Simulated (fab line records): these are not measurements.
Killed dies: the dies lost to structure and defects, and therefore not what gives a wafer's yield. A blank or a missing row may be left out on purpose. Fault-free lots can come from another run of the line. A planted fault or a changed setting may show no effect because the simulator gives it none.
Split-lot experiment / flow n5Finfet / 7 lots, 21 wafers read, on a route of 1938 steps

ON THE SPLIT
At N5_BEOL_M5_ETCH_68 (etches SOC in N2/H2, target depth 80 nm, overetch 16 nm, time 120 s), the setting timeS was moved away from the recipe's 120 s on 6 of the 21 wafers read, by -21.9% to +12.8%. This setting was run at the recipe's value on the other wafers.

Reading taken at the split's own step.

THE READING
SiARC_of_BEOL_M5_COAT_66.thkNm (the simulator's own value, which no gauge read), in nm, at N5_BEOL_M5_ETCH_68 (etches SOC in N2/H2, target depth 80 nm, overetch 16 nm, time 120 s). The file does not state a usual value for it. The 15 wafers here that ran the recipe average 6.4 nm, standard deviation 0.16 nm.

wafer=L078.1; tool, chamber at the split=rieDiel-03, 3,0,0; timeS as run, s=120; against the recipe=recipe; SiARC_of_BEOL_M5_COAT_66.thkNm, nm=6.2; against lot-mates on the recipe=-
wafer=L078.3; tool, chamber at the split=rieDiel-03, 3,0,0; timeS as run, s=120; against the recipe=recipe; SiARC_of_BEOL_M5_COAT_66.thkNm, nm=6.2; against lot-mates on the recipe=-
wafer=L078.6; tool, chamber at the split=rieDiel-03, 3,0,0; timeS as run, s=120; against the recipe=recipe; SiARC_of_BEOL_M5_COAT_66.thkNm, nm=6.2; against lot-mates on the recipe=-
wafer=L079.1; tool, chamber at the split=rieDiel-03, 1; timeS as run, s=120; against the recipe=recipe; SiARC_of_BEOL_M5_COAT_66.thkNm, nm=6.4; against lot-mates on the recipe=-
wafer=L079.3; tool, chamber at the split=rieDiel-03, 2; timeS as run, s=120; against the recipe=recipe; SiARC_of_BEOL_M5_COAT_66.thkNm, nm=6.2; against lot-mates on the recipe=-
wafer=L079.6; tool, chamber at the split=rieDiel-03, 3; timeS as run, s=110.9; against the recipe=-7.6%; SiARC_of_BEOL_M5_COAT_66.thkNm, nm=6.6; against lot-mates on the recipe=+0.3
wafer=L081.3; tool, chamber at the split=rieDiel-05, 3,1; timeS as run, s=120; against the recipe=recipe; SiARC_of_BEOL_M5_COAT_66.thkNm, nm=6.6; against lot-mates on the recipe=-
wafer=L081.6; tool, chamber at the split=rieDiel-05, 3,1; timeS as run, s=120; against the recipe=recipe; SiARC_of_BEOL_M5_COAT_66.thkNm, nm=6.6; against lot-mates on the recipe=-
wafer=L081.5; tool, chamber at the split=rieDiel-05, 0; timeS as run, s=93.71; against the recipe=-21.9%; SiARC_of_BEOL_M5_COAT_66.thkNm, nm=7.6; against lot-mates on the recipe=+1.0
wafer=L088.1; tool, chamber at the split=rieDiel-04, 3,0; timeS as run, s=120; against the recipe=recipe; SiARC_of_BEOL_M5_COAT_66.thkNm, nm=6.6; against lot-mates on the recipe=-
wafer=L088.3; tool, chamber at the split=rieDiel-04, 3,0; timeS as run, s=120; against the recipe=recipe; SiARC_of_BEOL_M5_COAT_66.thkNm, nm=6.6; against lot-mates on the recipe=-
wafer=L088.4; tool, chamber at the split=rieDiel-04, 1; timeS as run, s=120; against the recipe=recipe; SiARC_of_BEOL_M5_COAT_66.thkNm, nm=6.4; against lot-mates on the recipe=-
wafer=L090.2; tool, chamber at the split=rieDiel-05, 3; timeS as run, s=94.23; against the recipe=-21.5%; SiARC_of_BEOL_M5_COAT_66.thkNm, nm=7.6; against lot-mates on the recipe=+1.1
wafer=L090.4; tool, chamber at the split=rieDiel-05, 3; timeS as run, s=120; against the recipe=recipe; SiARC_of_BEOL_M5_COAT_66.thkNm, nm=6.6; against lot-mates on the recipe=-
wafer=L090.5; tool, chamber at the split=rieDiel-05, 2; timeS as run, s=120; against the recipe=recipe; SiARC_of_BEOL_M5_COAT_66.thkNm, nm=6.4; against lot-mates on the recipe=-
wafer=L092.1; tool, chamber at the split=rieDiel-05, 3; timeS as run, s=120; against the recipe=recipe; SiARC_of_BEOL_M5_COAT_66.thkNm, nm=6.6; against lot-mates on the recipe=-
wafer=L092.3; tool, chamber at the split=rieDiel-05, 2; timeS as run, s=120; against the recipe=recipe; SiARC_of_BEOL_M5_COAT_66.thkNm, nm=6.4; against lot-mates on the recipe=-
wafer=L092.5; tool, chamber at the split=rieDiel-05, 2; timeS as run, s=135.4; against the recipe=+12.8%; SiARC_of_BEOL_M5_COAT_66.thkNm, nm=5.6; against lot-mates on the recipe=-0.9
wafer=L095.1; tool, chamber at the split=rieDiel-05, 0; timeS as run, s=127.5; against the recipe=+6.2%; SiARC_of_BEOL_M5_COAT_66.thkNm, nm=6; against lot-mates on the recipe=-0.4
wafer=L095.3; tool, chamber at the split=rieDiel-05, 1; timeS as run, s=127.5; against the recipe=+6.2%; SiARC_of_BEOL_M5_COAT_66.thkNm, nm=6.2; against lot-mates on the recipe=-0.2
wafer=L095.6; tool, chamber at the split=rieDiel-05, 2; timeS as run, s=120; against the recipe=recipe; SiARC_of_BEOL_M5_COAT_66.thkNm, nm=6.4; against lot-mates on the recipe=-
If several chambers appear in one row, that row covers several wafers at once and the file leaves open which wafer was in which chamber.

FIT RESULTS
A straight line over all 21 wafers: SiARC_of_BEOL_M5_COAT_66.thkNm changes by -0.0542 nm for each +1% of timeS; r = -0.94; the points scatter about the line by 0.16 nm.
The same after taking each lot's own level away (the mean of its wafers on the recipe; 21 wafers): -0.0512 nm for each +1%; r = -0.97; scatter 0.098 nm.
That fit puts the effect of the largest move of timeS on the reading at 1.1 nm.
Measured against the standard deviation above, the lots' own levels, which go from 6.20 to 6.60 nm, span 2.5 times it.
Consequently the slope shifts little with the lot-to-lot level, the two slopes agreeing.
Check: for one of the wafers moved furthest among these (-21.9%), held out of the fit, the line's prediction against its lot-mates is +1.17 nm. Against them it came out at +1 nm.

THE OTHER SPLITS THESE WAFERS WENT THROUGH
Before the reading, these wafers also passed through other splits. Each is held against what the fit with the lots' levels taken away leaves over:
other split on the same wafers=N5_BEOL_M0_SAQP_PECVD_00 timeS; wafers away from the commonest value=8; r with SiARC_of_BEOL_M5_COAT_66.thkNm (lot level and that fit taken away)=-0.08
other split on the same wafers=N5_BEOL_M0_SAQP_PECVD_97 timeS; wafers away from the commonest value=8; r with SiARC_of_BEOL_M5_COAT_66.thkNm (lot level and that fit taken away)=-0.22
other split on the same wafers=N5_BEOL_M0_ETCH_138 sourceW; wafers away from the commonest value=7; r with SiARC_of_BEOL_M5_COAT_66.thkNm (lot level and that fit taken away)=+0.10
other split on the same wafers=N5_BEOL_M1_ETCH_70 timeS; wafers away from the commonest value=4; r with SiARC_of_BEOL_M5_COAT_66.thkNm (lot level and that fit taken away)=+0.05
other split on the same wafers=N5_BEOL_M1_TRENCH_ETCH_37 sourceW; wafers away from the commonest value=7; r with SiARC_of_BEOL_M5_COAT_66.thkNm (lot level and that fit taken away)=-0.27
other split on the same wafers=N5_BEOL_M2_DESCUM_33 timeS; wafers away from the commonest value=3; r with SiARC_of_BEOL_M5_COAT_66.thkNm (lot level and that fit taken away)=+0.03
other split on the same wafers=N5_BEOL_M2_TRENCH_ETCH_37 biasW; wafers away from the commonest value=6; r with SiARC_of_BEOL_M5_COAT_66.thkNm (lot level and that fit taken away)=+0.21
other split on the same wafers=N5_BEOL_M3_COAT_05 spinRpm; wafers away from the commonest value=7; r with SiARC_of_BEOL_M5_COAT_66.thkNm (lot level and that fit taken away)=+0.12
other split on the same wafers=N5_BEOL_M5_COAT_22 spinRpm; wafers away from the commonest value=7; r with SiARC_of_BEOL_M5_COAT_66.thkNm (lot level and that fit taken away)=+0.10

FILE'S OWN FIT
SiARC_of_BEOL_M5_COAT_66.thkNm changes by -0.0509 nm for each +1% of timeS, r = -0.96.
